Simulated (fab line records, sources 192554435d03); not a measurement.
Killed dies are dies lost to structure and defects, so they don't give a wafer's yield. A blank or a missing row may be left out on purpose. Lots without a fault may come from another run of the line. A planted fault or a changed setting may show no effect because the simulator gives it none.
Chamber matching | flow n5_finfet | N5_DUMMY_GATE_STRIP_40 on rie_diel-04: 4 sister chambers
The step strips in CF4. 4 wafers are shown with their chamber, then 10 later ones without.

WAFERS WITH THEIR CHAMBER
wafer  | chamber | drypump_motor_current_A (A)
L087.3 | 0       | 5.9
L089.5 | 2       | 6.4
L090.1 | 3       | 5.7
L090.3 | 1       | 5.4

WAFERS WITHOUT THEIR CHAMBER
wafer  | drypump_motor_current_A (A)
L090.5 | 5.9
L094.1 | 5.7
L094.5 | 6.3
L094.6 | 5.7
L095.2 | 5.9
L095.4 | 5.3
L095.6 | 5.3
L096.1 | 5.7
L096.5 | 6.4
L096.6 | 5.7

WHICH CHAMBER EACH WENT THROUGH
wafer  | from the rows above | in truth
L090.5 | 0                   | 0
L094.1 | 3                   | 3
L094.5 | 2                   | 2
L094.6 | 3                   | 3
L095.2 | 0                   | 0
L095.4 | 1                   | 1
L095.6 | 1                   | 1
L096.1 | 3                   | 3
L096.5 | 2                   | 2
L096.6 | 3                   | 3
Placed correctly: 10 of 10. Can't be placed from these rows: 0. Placed wrongly: 0.
How it was worked out, from the rows above alone: a wafer's distance from a chamber is the root of the sum, over the readings, of the square of ((its reading less the chamber's mean) divided by the reading's scatter). The wafer belongs to the nearest chamber; if the next one is less than 2 further off, it can't be placed. A chamber's mean is the mean of its shown wafers. The scatter: with one shown wafer a chamber, the root of the mean of the squares of how far each hidden wafer lies from its nearest shown one.
